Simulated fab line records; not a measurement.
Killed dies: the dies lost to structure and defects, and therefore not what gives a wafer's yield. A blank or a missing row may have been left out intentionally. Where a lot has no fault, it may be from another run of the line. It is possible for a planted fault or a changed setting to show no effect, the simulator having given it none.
Problem report, 8D (eight disciplines) form, completed by code || flow n5 finfet || the parts of the form that need people (team, actions taken, sign-off) are left out

== 1. THE PROBLEM ==
killed_at_M0_to_M3 at N5_PASSIVATION_PROBE_49 reads a mean of 124 on 2 wafers of 2 lots; wafers without a fault read 34 with a standard deviation of 9.7. That puts it +9.2 standard deviations away from the usual mean.
First seen on wafer L936.5, day 15 21:10, on prober-02. The record has a number at this step for 29 wafers belonging to 10 lots. Rule for "out" (also "out of limits"): further than 4 standard deviations from the usual mean. The rest of the wafers with a number are treated as sound.

== 2. WHAT THIS IS AND IS NOT ==
{"question": "which readings at this step", "is": "killed_at_M0_to_M3, defect limited yield, killed dies, sort_bin_5_function, sort n pass", "is not": "killed_at_M4_up, killed at front end, killed at other, killed open, killed short, sort_bin_8_speed"}
{"question": "which lots", "is": "L936, L939", "is not": "L923, L924, L927, L928, L929, L932, L940, L942"}
{"question": "which wafers of those lots", "is": "L936.5, L939.4", "is not": "L936.2, L936.3, L939.5, L939.6"}
{"question": "read on which tools", "is": "prober-01, prober-02", "is not": "-"}
{"question": "when", "is": "from day 15 21:10", "is not": "up to then (20 sound wafers); but 7 sound wafers of L939, L940, L942 came after"}

== 3. SUSPECTS, AND WHAT RULES EACH OUT ==
Counting: if a tool at a process step up to the reading ran every lot that is out, it stays a suspect. Sound lots after the first of them don't rule it out here, since some wafers of a struck lot are sound.
- rie diel-04 at N5_BEOL_M2_ETCH_77 (etches underlayer in N2/H2, target depth 6.5 nm, time 5.2 s): kept. It processed each lot that is out (first: L936, day 10 12:02); up to then, its last sound lot is L929 (day 8 15:13).
- At N5_BEOL_M2_ETCH_77, inside rie diel-04: chamber 3 took the wafers that are out, while their sound lot-mates went through chambers 0, 1, 2.
Remaining after the count: rie diel-04 at N5_BEOL_M2_ETCH_77.

== 4. THE CAUSE (what the simulator had put in) ==
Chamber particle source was rie diel-04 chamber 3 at N5_BEOL_M2_ETCH_77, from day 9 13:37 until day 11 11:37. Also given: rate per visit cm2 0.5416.
Only this tool survived the counting.

== 5. SEQUENCE OF EFFECTS, ordered by route ==
Each row: a reading where the mean over the struck wafers with a number is more than 3 standard deviations away from the usual. Scope: only readings with a usual standard deviation given in the record; hours: median across lots of the time from each lot's start at the first step in this table that gives one to its start at this step; sigmas: change in usual standard deviations.
{"hours": 0, "step": "N5_PASSIVATION_PROBE_49", "reading": "defect limited yield", "usual": "91.4 %", "on struck wafers": 83.2, "change": -8.2, "sigmas": -5.4}
{"hours": 0, "step": "N5_PASSIVATION_PROBE_49", "reading": "killed_at_M0_to_M3", "usual": 34, "on struck wafers": 124, "change": "+90", "sigmas": "+9.2"}
{"hours": 0, "step": "N5_PASSIVATION_PROBE_49", "reading": "killed dies", "usual": 102, "on struck wafers": 198, "change": "+96", "sigmas": "+5.3"}
{"hours": 0, "step": "N5_PASSIVATION_PROBE_49", "reading": "killed on rim", "usual": 13, "on struck wafers": 30, "change": "+18", "sigmas": "+4.1"}
{"hours": 0, "step": "N5_PASSIVATION_PROBE_49", "reading": "sort_bin_5_function", "usual": "5.0 %", "on struck wafers": 10.6, "change": "+5.6", "sigmas": "+5.8"}
{"hours": 0, "step": "N5_PASSIVATION_PROBE_49", "reading": "sort n pass", "usual": 1077, "on struck wafers": 982, "change": -95, "sigmas": -5.3}
Here are the process steps it includes:
- N5_PASSIVATION_PROBE_49

== 6. WHAT WOULD HAVE CAUGHT IT SOONER ==
First out-of-limits reading in this record: day 15 21:10, which is 152 hours after fault onset at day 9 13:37.
An alarm limit of 4 standard deviations would not have fired on the tool readings at N5_BEOL_M2_ETCH_77 for which the record gives a usual standard deviation, since none of them was out on any struck wafer.
By day 15 21:10, every lot that is out (2) had started N5_BEOL_M2_ETCH_77 on rie diel-04. Holding the tool at that point would not have protected any of them.
